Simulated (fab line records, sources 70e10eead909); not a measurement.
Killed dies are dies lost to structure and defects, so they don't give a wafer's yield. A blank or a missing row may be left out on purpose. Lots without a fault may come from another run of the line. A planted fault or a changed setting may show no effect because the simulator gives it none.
fab line records | flow nand_harc
record lots=6 wafers=18 last_day=32
route steps=1302 shown P_M1@295 END@1302
lots that met no fault: from a run of the same line without faults
start_h: hours from the record's first day to the start of the lot's first wafer shown | wait_h: hours since the lot's step before | " the same as in the row above | L1.1+2: a row that stands for several wafers | - no value, or no start given | * or withheld: withheld | < > ~ a bound
route shown NAME@n: a module of which the file shows steps, and the number in the route of the first | usual: mean/standard deviation of fault-free wafers | same: alike in all rows | chamber/n: place in a boat | sites: the reading at each site | _std_site: their standard deviation | _edge_site: outer sites' mean less inner sites' | radius_mm: how far each site lies from the wafer's centre | mask NAME#n: copy n | behind: the tool/chamber that last shaped the wafer | hold: why the lot was held/for how many hours/how that ended | device: the transistor (n, p or np) that didn't switch | end of line: the same wafers' tests at the end of the route | a step without rows: its recipe alone | killed: dies lost to structure and defects at the first sort, not the wafer's yield | map: a wafer's dies, x killed, . not, _ none there
set.NAME: the setting as run; set.NAME@STEP: as run at that earlier step | model.NAME: the simulator's own value behind a step, which no gauge read
lots at some steps of the route; a table a step, a row a wafer
services: from which hour (start_h, from the record's first day; less than 0 if before it) a tool's chamber was out of use, for how many hours, and why
## steps
# step NHARC_P_M1_CD_MEAS_09
# recipe target_cd_nm=130 landing_energy_ev=500
# usual cd_nm=130.1/0.77
# columns lot.wafer tool chamber start_h wait_h cd_nm
L705.3 cd_sem-01 0 138.21 - 129.8
L705.5 " 0 " " 129.2
L705.6 " 0 " " 130.2
L709.1 cd_sem-01 0 175.50 - 129.2
L709.2 " 0 " " 129.4
L709.5 " 0 " " 129.2
L710.1 cd_sem-02 0 183.67 - 130.9
L710.3 " 0 " " 130.2
L710.6 " 0 " " 130.7
L714.2 cd_sem-02 0 225.11 - 129.3
L714.5 " 0 " " 129.8
L714.6 " 0 " " 130.5
L721.2 cd_sem-03 0 296.40 - 130.8
L721.4 " 0 " " 130.2
L721.6 " 0 " " 130.8
L723.1 cd_sem-03 0 316.85 - 129.1
L723.2 " 0 " " 129.3
L723.4 " 0 " " 131.2
# step NHARC_P_M1_OVL_MEAS_10
# recipe pitch_nm=260
# usual overlay_x_nm=-0.1/0.81 overlay_y_nm=-0.1/0.8
# columns lot.wafer tool chamber start_h wait_h overlay_x_nm overlay_y_nm
L705.3 overlay-01 - 138.29 - -1.6 -0.1
L705.5 " - " " -1.7 0.2
L705.6 " - " " -1.1 0.2
L709.1 overlay-01 - 175.59 - 0.1 -0.7
L709.2 " - " " -0.2 -0.4
L709.5 " - " " -0.4 -0.5
L710.1 overlay-02 - 183.76 - -0.9 -1.4
L710.3 " - " " -0.7 -0.2
L710.6 " - " " -1.2 -0.7
L714.2 overlay-02 - 225.21 - -0.4 -0.8
L714.5 " - " " -0.1 -0.7
L714.6 " - " " 0.5 -1.9
L721.2 overlay-01 - 296.49 - -0.4 1.9
L721.4 " - " " -0.3 1.4
L721.6 " - " " 0.3 1.2
L723.1 overlay-01 - 316.93 - -0.2 -0.4
L723.2 " - " " 0.2 -0.2
L723.4 " - " " 0.1 0.4
# step NHARC_P_M1_INSPECT_11
# usual raw_defect_count=5/3.7
# columns lot.wafer tool chamber start_h wait_h raw_defect_count
L705.3 defect_inspect-01 - 138.33 0.0 6
L705.5 " - " " 3
L705.6 " - " " 2
L709.1 defect_inspect-02 - 175.63 0.0 3
L709.2 " - " " 5
L709.5 " - " " 0
L710.1 defect_inspect-01 - 183.79 0.0 6
L710.3 " - " " 6
L710.6 " - " " 5
L714.2 defect_inspect-01 - 225.25 0.0 8
L714.5 " - " " 4
L714.6 " - " " 4
L721.2 defect_inspect-02 - 296.53 0.0 6
L721.4 " - " " 6
L721.6 " - " " 8
L723.1 defect_inspect-01 - 316.97 0.0 4
L723.2 " - " " 7
L723.4 " - " " 13
# step NHARC_P_M1_DESCUM_14
# recipe time_s=3 o2_flow_sccm=200 ar_flow_sccm=0 bias_power_w=0 chemistry=O2
# usual chamber_pressure_mTorr=60.00/0.052 drypump_motor_current_A=5.9/0.46 oes_product_au=1.007/0.017 rf_vpp_V=57.6/0.86 showerhead_plenum_p_Torr=1.90/0.073 throttle_valve_pct=11.311/0.0084
# same time_s=3
# columns lot.wafer tool chamber start_h wait_h chamber_pressure_mTorr drypump_motor_current_A oes_product_au rf_hours_counter_h rf_vpp_V showerhead_plenum_p_Torr throttle_valve_pct
L705.3 rie_diel-01 1 138.39 0.1 59.89 5.7 1.022 10 57.8 2.05 11.316
L705.5 " 1 " " 60.13 5.7 1.017 - 58.1 2.05 11.315
L705.6 " 2 " " 59.97 6.3 1.033 - 58.7 2.00 11.315
L709.1 rie_diel-12 1 175.69 0.1 59.94 5.2 1.045 5 57.1 1.81 11.303
L709.2 " 3 " " 60.08 6.6 1.008 5 55.5 1.91 11.311
L709.5 " 1 " " 59.92 5.2 1.045 - 57.2 1.81 11.312
L710.1 rie_diel-01 2 183.86 0.1 60.06 6.3 1.009 14 57.6 2.00 11.296
L710.3 " 3 " " 59.97 6.1 0.983 14 58.1 1.95 11.308
L710.6 " 1 " " 60.06 5.7 1.022 - 59.0 2.05 11.319
L714.2 rie_diel-12 2 225.33 0.1 60.03 5.7 0.989 7 57.9 1.89 11.307
L714.6 " 3 " " 60.03 6.6 1.004 - 56.2 1.91 11.309
L714.5 " 0 " " 60.00 5.7 0.981 - 57.7 1.86 11.313
L721.2 rie_diel-12 1 296.59 0.1 59.99 5.2 1.022 1 58.2 1.80 11.319
L721.6 " 1 " " 59.93 5.2 1.035 - 56.4 1.80 11.304
L721.4 " 3 " " 60.07 6.6 1.019 - 58.2 1.90 11.311
L723.2 rie_diel-12 3 317.03 0.1 60.07 6.6 1.034 2 55.8 1.90 11.308
L723.1 " 0 " " 59.89 5.7 0.995 2 56.7 1.86 11.310
L723.4 " 1 " " 59.95 5.2 1.027 2 55.9 1.80 11.318
# step NHARC_P_M1_ETCH_35
# recipe target_depth_a=400 overetch_a=120 time_s=43.94 ion_energy_ev=200 n2_flow_sccm=150 h2_flow_sccm=150 ar_flow_sccm=0 rf_w=400 bias_w=150 chemistry=N2/H2
# usual bias_w=150.1/0.51 chamber_pressure_mTorr=29.999/0.029 drypump_motor_current_A=5.8/0.46 oes_product_au=1.005/0.017 rf_vpp_V=430.0/2.5 showerhead_plenum_p_Torr=2.02/0.081 throttle_valve_pct=14.170/0.0086
# same time_s=43.94
# columns lot.wafer tool chamber start_h wait_h bias_w chamber_pressure_mTorr drypump_motor_current_A oes_product_au rf_hours_counter_h rf_vpp_V showerhead_plenum_p_Torr throttle_valve_pct
L705.3 rie_diel-01 1 138.48 0.1 151.1 29.992 5.7 1.007 10 433.3 2.19 14.164
L705.6 " 0 " " 150.3 30.063 5.9 0.988 - 426.1 1.95 14.170
L705.5 " 1 " " 150.4 30.018 5.7 1.017 - 434.5 2.19 14.163
L709.1 rie_diel-12 0 175.78 0.1 150.8 30.031 5.7 0.988 5 428.7 1.99 14.159
L709.2 " 1 " " 150.4 29.964 5.2 1.042 5 427.3 1.92 14.171
L709.5 " 2 " " 150.5 30.010 5.7 0.991 - 428.7 2.01 14.171
L710.3 rie_diel-01 3 183.95 0.1 150.0 30.006 6.1 1.001 14 432.0 2.08 14.175
L710.1 " 0 " " 149.4 29.942 5.9 1.011 12 427.9 1.95 14.160
L710.6 " 3 " " 150.2 30.008 6.1 0.992 - 431.4 2.08 14.164
L714.2 rie_diel-12 2 225.41 0.1 150.6 29.974 5.7 0.987 7 428.5 2.01 14.177
L714.5 " 3 " " 149.4 30.005 6.6 0.982 - 431.3 2.03 14.168
L714.6 " 0 " " 149.9 29.997 5.7 0.982 - 426.7 1.98 14.163
L721.2 rie_diel-12 1 296.71 0.1 149.4 30.031 5.2 1.024 1 427.5 1.92 14.183
L721.6 " 3 " " 150.3 29.988 6.6 1.013 - 432.5 2.03 14.166
L721.4 " 1 " " 149.3 30.033 5.2 1.031 - 427.6 1.92 14.175
L723.1 rie_diel-12 0 317.12 0.1 150.6 29.991 5.7 0.999 2 429.7 1.98 14.186
L723.4 " 1 " " 149.8 29.955 5.2 1.030 2 426.9 1.92 14.153
L723.2 " 2 " " 151.2 29.989 5.7 1.016 1 431.0 2.01 14.165
# step NHARC_P_M1_ETCH_15
# recipe target_depth_a=1825 time_s=91.2 c4f8_flow_sccm=withheld ar_flow_sccm=400 rf_w=600 bias_w=300 chemistry=C4F8/Ar
# step NHARC_P_M1_CD_MEAS_16
# usual cd_nm=130.2/1.1
# columns lot.wafer tool chamber start_h wait_h cd_nm
L705.3 cd_sem-01 - 138.70 - 129.6
L705.5 " - " " 129.3
L705.6 " - " " 131.5
L709.1 cd_sem-02 - 175.99 - 130.5
L709.2 " - " " 128.5
L709.5 " - " " 130.2
L710.1 cd_sem-03 - 184.16 - 132.9
L710.3 " - " " 130.2
L710.6 " - " " 131.3
L714.2 cd_sem-03 - 225.61 - 128.0
L714.5 " - " " 130.2
L714.6 " - " " 130.1
L721.2 cd_sem-02 - 296.94 - 131.6
L721.4 " - " " 130.2
L721.6 " - " " 130.5
L723.1 cd_sem-01 - 317.34 - 128.5
L723.2 " - " " 129.8
L723.4 " - " " 131.8
# step NHARC_P_M1_STRIP_18
# recipe power_w=1000 n2_flow_sccm=150 h2_flow_sccm=150 ar_flow_sccm=0 bias_w=0 chemistry=N2/H2
# step NHARC_P_M1_ETCH_28
# recipe target_depth_a=300 over_etch_frac=0.3 time_s=72.99 ion_energy_ev=150 cf4_flow_sccm=50 n2_flow_sccm=100 ar_flow_sccm=150 rf_w=300 bias_w=100 chemistry=CF4/N2
# step NHARC_P_M1_STRIP_19
# recipe time_s=600 temp_c=30 chemistry=post_etch_residue_remover
# step NHARC_P_M1_DEGAS_29
# recipe temp_c=250 time_s=60
# usual heater_power_w=325/29
# same time_s=60
# columns lot.wafer tool chamber start_h wait_h heater_power_w
L705.3 pvd_sputter-02 - 139.40 - 340
L705.6 " - " " 335
L705.5 " - " " 321
L709.2 pvd_sputter-02 - 176.74 - 306
L709.1 " - " " 326
L709.5 " - " " 382
L710.1 pvd_sputter-01 - 184.92 - 318
L710.3 " - " " 312
L710.6 " - " " 311
L714.2 pvd_sputter-01 - 226.35 - 307
L714.5 " - " " 333
L714.6 " - " " 305
L721.2 pvd_sputter-02 - 297.66 - 394
L721.4 " - " " 347
L721.6 " - " " 284
L723.1 pvd_sputter-02 - 318.12 - 334
L723.4 " - " " 290
L723.2 " - " " 348
# step NHARC_P_M1_PRE_CLEAN_30
# recipe time_s=30 temp_c=280 gas=H2/He
# usual heater_power_w=398/36
# same time_s=30
# columns lot.wafer tool chamber start_h wait_h heater_power_w
L705.3 pvd_sputter-02 - - - 463
L705.6 " - " " 460
L705.5 " - " " 401
L709.2 pvd_sputter-02 - - - 378
L709.1 " - " " 395
L709.5 " - " " 379
L710.1 pvd_sputter-01 - - - 385
L710.3 " - " " 401
L710.6 " - " " 384
L714.2 pvd_sputter-01 - - - 403
L714.5 " - " " 392
L714.6 " - " " 391
L721.2 pvd_sputter-02 - - - 359
L721.4 " - " " 406
L721.6 " - " " 491
L723.4 pvd_sputter-02 - - - 353
L723.2 " - " " 489
L723.1 " - " " 418
# step NHARC_P_M1_PVD_20
# recipe target_thk_a=50 bias_v=168.6 power_w=15000 chamber_pressure_pa=0.12 time_s=8.06 substrate_temp_c=50 material=TaN
# usual cathode_dc_power_W=15000/2.8 throttle_valve_pct=30.2/1.3
# same time_s=8.06
# columns lot.wafer tool chamber start_h wait_h cathode_dc_power_W throttle_valve_pct
L705.3 pvd_sputter-02 - 139.55 - 15004 32.1
L705.5 " - " " 15001 28.7
L705.6 " - " " 15000 30.4
L709.1 pvd_sputter-02 - 176.87 - 15004 32.3
L709.2 " - " " 14997 28.9
L709.5 " - " " 15000 30.7
L710.1 pvd_sputter-01 - 185.04 - 15003 30.6
L710.3 " - " " 14998 31.0
L710.6 " - " " 15001 28.5
L714.2 pvd_sputter-01 - 226.50 - 15002 29.0
L714.6 " - " " 15005 30.4
L714.5 " - " " 14996 30.5
L721.2 pvd_sputter-02 - 297.78 - 14999 30.0
L721.4 " - " " 16708 31.2
L721.6 " - " " 15000 30.3
L723.4 pvd_sputter-02 - 318.23 - 16709 31.3
L723.2 " - " " 15001 29.2
L723.1 " - " " 15000 30.1
# step NHARC_P_M1_PVD_21
# recipe target_thk_a=300 chamber_pressure_pa=5 power_w=5000 substrate_temp_c=30 time_s=20.49 material=Cu
# usual cathode_dc_power_W=5000.0/0.88 throttle_valve_pct=30.1/1.3
# same time_s=20.49
# columns lot.wafer tool chamber start_h wait_h cathode_dc_power_W throttle_valve_pct
L705.3 pvd_sputter-02 - - - 5001.7 28.9
L705.5 " - " " 4999.8 30.5
L705.6 " - " " 4999.6 32.0
L709.2 pvd_sputter-02 - - - 5000.4 28.9
L709.1 " - " " 5000.0 30.9
L709.5 " - " " 4997.9 28.6
L710.1 pvd_sputter-01 - - - 5000.9 30.5
L710.3 " - " " 5001.5 30.7
L710.6 " - " " 5000.0 28.8
L714.2 pvd_sputter-01 - - - 5000.1 30.6
L714.5 " - " " 5000.5 29.0
L714.6 " - " " 5000.3 28.7
L721.2 pvd_sputter-02 - - - 4999.8 31.2
L721.4 " - " " 4999.9 30.9
L721.6 " - " " 4999.1 29.1
L723.4 pvd_sputter-02 - - - 5000.5 31.4
L723.2 " - " " 4999.7 31.0
L723.1 " - " " 4999.2 29.1
# step NHARC_END_SORT_01
# recipe temp_c=25
# usual defect_limited_yield=91.5/2.7 killed_at_array=52/19 killed_at_other=0.9/1.3 killed_at_periphery=4/3.1 killed_dies=57/18 killed_open=3.2/1.7 killed_short=2.3/1.4 sort_bin_2_pct=2.9/1.2 sort_bin_3_pct=0.6/0.42 sort_bin_4_pct=4.9/1.5 sort_n_pass=620/18 sort_rim_yield_pct=93/4.3 sort_yield_pct=91.5/2.7
# same gross_dies=677 sort_bin_5_pct[%]=0 sort_bin_6_pct[%]=0 sort_bin_7_pct[%]=0 sort_bin_8_pct[%]=0 sort_rim_n_gross=106.00
# columns lot.wafer tool chamber start_h wait_h defect_limited_yield[%] killed_at_array killed_at_other killed_at_periphery killed_dies killed_open killed_short sort_bin_2_pct[%] sort_bin_3_pct[%] sort_bin_4_pct[%] sort_n_pass sort_rim_yield_pct[%] sort_yield_pct[%]
L705.3 prober-01 0 578.12 3.1 89.1 68 0 6 74 7 4 3.7 1.2 6.1 603 86 89.1
L705.5 prober-01 0 579.71 3.7 90.3 61 0 5 66 8 4 2.7 1.2 5.9 611 91 90.3
L705.6 prober-01 0 580.50 4.0 88.6 75 0 2 77 4 1 3.4 0.1 7.8 600 95 88.6
L710.1 prober-01 0 625.89 2.4 91.4 48 3 7 58 3 3 1.9 0.4 6.2 619 99 91.4
L710.3 prober-01 0 627.48 3.1 90.7 56 2 5 63 3 4 3.5 0.1 5.6 614 95 90.7
L710.6 prober-01 0 629.88 4.0 93.6 42 0 1 43 2 1 2.1 0.4 3.8 634 100 93.6
L714.2 prober-02 0 655.78 2.8 90.0 63 0 5 68 5 5 3.8 0.7 5.5 609 88 90.0
L714.5 prober-02 0 658.21 3.7 92.2 53 0 0 53 3 2 3.2 0.3 4.3 624 91 92.2
L714.6 prober-02 0 659.01 4.0 91.0 57 2 2 61 2 0 2.8 0.1 6.1 616 95 91.0
# killed by level:class
L705.3 A_CHANNEL_HOLE_D1:chamber_film_flake=32 A_SLIT:chamber_film_flake=11 A_CHANNEL_HOLE_D2:chamber_film_flake=8 A_CONTACT:chamber_film_flake=3 A_BONDPAD:chamber_film_flake=3 P_BONDPAD:chamber_film_flake=2 P_STI:geometric_particle:short=1 P_CONTACT:geometric_particle:open=1
L705.5 A_CHANNEL_HOLE_D1:chamber_film_flake=34 A_SLIT:chamber_film_flake=11 A_M0:geometric_particle:open=3 A_CONTACT:chamber_film_flake=2 A_BONDPAD:chamber_film_flake=2 P_CONTACT:geometric_particle:short=1 P_M1:geometric_particle:open=1 A_ONON_D1:geometric_particle:short=1
L705.6 A_CHANNEL_HOLE_D1:chamber_film_flake=34 A_SLIT:chamber_film_flake=24 A_CHANNEL_HOLE_D2:chamber_film_flake=5 A_BONDPAD:chamber_film_flake=3 A_CONTACT:chamber_film_flake=2 A_ONON_D1:geometric_particle:open=1 A_CHANNEL_FILL_D1:geometric_particle:open=1 A_DECK1_JOINT:geometric_particle:short=1
L710.1 A_CHANNEL_HOLE_D2:chamber_film_flake=33 P_ZERO_WELL:chamber_film_flake=4 A_CHANNEL_HOLE_D1:chamber_film_flake=4 A_M0:chamber_film_flake=3 THIN_TSV:chamber_film_flake=3 P_STI:geometric_particle:short=2 P_GATE:geometric_particle:open=1 A_CHANNEL_FILL_D1:geometric_particle:short=1
L710.3 A_CHANNEL_HOLE_D2:chamber_film_flake=40 P_ZERO_WELL:chamber_film_flake=3 A_CHANNEL_HOLE_D1:chamber_film_flake=3 A_STAIRCASE:chamber_film_flake=3 A_WL_FILL:geometric_particle:short=2 A_CONTACT:chamber_film_flake=2 A_M0:chamber_film_flake=2 THIN_TSV:chamber_film_flake=2
L710.6 A_CHANNEL_HOLE_D2:chamber_film_flake=29 A_WL_FILL:chamber_film_flake=2 A_M0:chamber_film_flake=2 A_CHANNEL_HOLE_D1:geometric_particle:open=1 A_DECK1_JOINT:geometric_particle:short=1 A_M0:geometric_particle:open=1 P_ZERO_WELL:chamber_film_flake=1 A_CHANNEL_HOLE_D1:chamber_film_flake=1
L714.2 A_CHANNEL_HOLE_D1:chamber_film_flake=38 A_CHANNEL_HOLE_D2:chamber_film_flake=10 A_CONTACT:chamber_film_flake=3 A_ONON_D1:geometric_particle:short=2 A_DECK1_JOINT:chamber_film_flake=2 A_STAIRCASE:chamber_film_flake=2 P_CONTACT:geometric_particle:short=1 P_CONTACT:geometric_particle:open=1
L714.5 A_CHANNEL_HOLE_D1:chamber_film_flake=36 A_CHANNEL_HOLE_D2:chamber_film_flake=7 A_DECK1_JOINT:chamber_film_flake=2 A_ONON_D1:geometric_particle:open=1 A_CHANNEL_FILL_D1:geometric_particle:open=1 A_DECK1_JOINT:geometric_particle:short=1 A_ONON_D2:geometric_particle:open=1 A_WL_FILL:geometric_particle:short=1
L714.6 A_CHANNEL_HOLE_D1:chamber_film_flake=29 A_CHANNEL_HOLE_D2:chamber_film_flake=18 A_ZERO_WELL:chamber_film_flake=2 A_SLIT:chamber_film_flake=2 A_DECK1_JOINT:chamber_film_flake=2 A_STAIRCASE:chamber_film_flake=2 A_CHANNEL_HOLE_D1:geometric_particle:open=1 P_ZERO_WELL:chamber_film_flake=1
## services
# columns tool chamber start_h hours kind
rie_diel-12 1 123.92 2.9 repair
rie_diel-12 0 124.93 - clean
rie_diel-12 2 124.93 - clean
rie_diel-12 3 124.93 - clean
rie_diel-12 2 146.56 9.0 repair
pvd_sputter-01 - 146.60 1.0 repair
rie_diel-12 0 149.46 - clean
rie_diel-12 1 149.46 - clean
rie_diel-12 3 149.46 - clean
rie_diel-12 0 173.96 - clean
rie_diel-12 1 173.96 - clean
rie_diel-12 2 173.96 - clean
rie_diel-12 3 173.96 - clean
pvd_sputter-02 - 202.78 7.2 repair
rie_diel-01 - 203.80 9.0 pm
pvd_sputter-01 - 226.97 10.0 pm
rie_diel-12 - 243.82 0.8 repair
pvd_sputter-02 - 263.39 3.7 repair
rie_diel-12 - 268.43 9.0 pm
pvd_sputter-02 - 282.00 10.0 pm
pvd_sputter-01 - 286.13 1.0 repair
rie_diel-01 2 289.87 30.9 repair
rie_diel-12 2 293.71 12.6 repair
pvd_sputter-02 - 311.47 1.1 repair
## key
first_sign step=NHARC_P_M1_PVD_20 reading=cathode_dc_power_W direction=up sigmas=99+ usual=* struck=*
effect none on later readings
met_at NHARC_P_M1_PVD_20
struck_wafers L721.4,L723.4
onset_between 176.87 297.78
fault kind=process_parameter_drift tool=pvd_sputter-02 chamber=- onset_h=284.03 steps=NHARC_P_M1_PVD_20 channel=power_w offset=* shape=step end_h=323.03 acts_in=* stated=* scope=struck_wafers_only
